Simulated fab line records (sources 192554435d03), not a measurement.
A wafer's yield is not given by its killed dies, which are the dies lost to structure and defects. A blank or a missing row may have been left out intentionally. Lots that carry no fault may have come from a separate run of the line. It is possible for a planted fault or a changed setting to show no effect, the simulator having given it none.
A struck lot beside a sound one ; flow n5_finfet ; 22 out of 1938 route steps
Sound: the wafers L241.2, L241.3, L241.6. Struck: wafer L244.3 (L244.1, L244.5, from the same lot, were not struck and are left out); the cause is given at the end.
Order at every step that has rows: each side's tool, ch and its chambers, its first start. Under that, the readings that differ: sound wafers ; struck wafers ; difference of the means ; sigmas: that difference in standard deviations of wafers without a fault.
alike: same words and numbers on both sides, and readings whose means sit less than 2 such deviations apart. not compared: any withheld reading, any reading some wafer has no value for, any bound like >300 that may hide the same value, and any number with overlapping values for which the record gives no deviation.
Wherever a step has rows on one side only, a row that says differs or no value, or a row with sigmas, the two part there. Numbers that have no deviation but don't overlap get no sigmas and don't part them. A reading missing from all wafers of one side parts the sides only when that side holds two or more wafers.

N5_STI_FIN_REVEAL_THK_MEAS_05:
  sound: film_metro-01 at day 2 22:38; struck: film_metro-01 at day 3 19:07
  alike: thk_nm
N5_STI_FIN_REVEAL_DENSIFY_30:
  sound on rtp_anneal-01 ch 0, day 2 22:44; struck on rtp_anneal-01 ch 0, day 3 19:08
  alike: lamp_power_pct, lamp_zone_3_pct
  not compared: wafer_temp_C_max
N5_STI_FIN_REVEAL_ETCHBACK_08: etches SiO2 in C4F6/O2, target depth 30.5 nm, time 10.167 s.
  sound on rie_diel-06 ch 0,1, day 2 22:55; struck on rie_diel-05 ch 3, day 3 19:26
reading;sound;struck;difference;sigmas
throttle_valve_pct (%);20.94 21.09 20.93;21.47;+0.48;+2
  alike: drypump_motor_current_A, oes_product_au, rf_vpp_V, showerhead_plenum_p_Torr
  not compared: rf_hours_counter_h
N5_STI_FIN_REVEAL_STRIP_24: strips in N2/H2, time 90 s.
  sound on rie_diel-06 ch 0,1, day 2 22:58; struck on rie_diel-05 ch 3, day 3 19:28
reading;sound;struck;difference;sigmas
throttle_valve_pct (%);11.96 12.02 11.95;12.57;+0.59;+2
  alike: drypump_motor_current_A, oes_product_au, rf_vpp_V, showerhead_plenum_p_Torr
  not compared: rf_hours_counter_h
then, 4 steps without rows for these wafers: N5_STI_FIN_REVEAL_PRECLEAN_25 (cleans in SPM, time 90 s); N5_STI_FIN_REVEAL_PRECLEAN_26 (cleans in SC1, time 45 s); N5_STI_FIN_REVEAL_PRECLEAN_29 (cleans in DHF, time 30 s); N5_STI_FIN_REVEAL_SRD_12 (time 30 s).
N5_STI_FIN_REVEAL_RECESS_09: chemistry HF/NH3, target SiO2, afs cycles 11, target depth 42.5 nm, sublimation time 60 s.
  sound on vapor_etch-01 ch 0,1, day 2 23:10; struck on vapor_etch-01 ch 1, day 3 19:41
  alike: drypump_motor_current_A
then, 2 steps without rows for these wafers: N5_STI_FIN_REVEAL_STRIP_16 (strips SiNx in H3PO4, target depth 23.8 nm); N5_STI_FIN_REVEAL_PRECLEAN_17 (cleans in NF3:NH3, afs cycles 1, time 20 s, sublimation time 60 s).
N5_STI_FIN_REVEAL_ETCH_34: etches Si in H2, material Si, target depth 0.97 nm.
  sound on rie_si-02 ch 1,2, day 3 01:33; struck on rie_si-06 ch 2, day 3 21:47
  alike: drypump_motor_current_A, oes_product_au, throttle_valve_pct
  not compared: rf_hours_counter_h
N5_STI_FIN_REVEAL_OXIDATION_31: chemistry O2 PLASMA REMOTE, time 20 s.
  sound on plasma_asher-01 ch 0,1, day 3 01:37; struck on plasma_asher-02 ch 0, day 3 21:50
reading;sound;struck;difference;sigmas
heater_power_w (W);138 144 144;151;+9;+2
  alike: drypump_motor_current_A
  not compared: rf_hours_counter_h
then, 6 steps without rows for these wafers: N5_STI_FIN_REVEAL_PRECLEAN_32 (cleans in NF3:NH3, afs cycles 1, time 20 s, sublimation time 60 s); N5_STI_FIN_REVEAL_STRIP_35 (strips Si3N4 in H3PO4, target depth 4 nm, time 39 s); N5_STI_FIN_REVEAL_SRD_21 (time 30 s); N5_STI_FIN_REVEAL_OXIDATION_33 (chemistry O2 PLASMA REMOTE, time 20 s); N5_STI_FIN_REVEAL_CLEAN_19 (cleans in O3/DIW, time 120 s); N5_STI_FIN_REVEAL_SRD_23 (time 30 s).
N5_STI_FIN_REVEAL_CD_MEAS_22: target cd 6.238 nm, pitch 28 nm.
  sound: cd_sem-03 at day 3 02:10; struck: cd_sem-03 at day 3 22:24
reading;sound;struck;difference;sigmas
cd_nm (nm);5.91 5.94 6.16;7.06;+1.06;+4
N5_STI_FIN_REVEAL_FIN_H_MEAS_10:
  sound: ocd-02 at day 3 02:11; struck: ocd-02 at day 3 22:26
  alike: trench_depth_nm
N5_PASSIVATION_PROBE_49:
  sound wafers here have rows in the record (prober-02, day 14 10:43); struck ones have none

## WHERE THEY PART
Earliest at N5_STI_FIN_REVEAL_ETCHBACK_08; latest, in this record, at N5_PASSIVATION_PROBE_49.

WHY: the cause the simulator had injected
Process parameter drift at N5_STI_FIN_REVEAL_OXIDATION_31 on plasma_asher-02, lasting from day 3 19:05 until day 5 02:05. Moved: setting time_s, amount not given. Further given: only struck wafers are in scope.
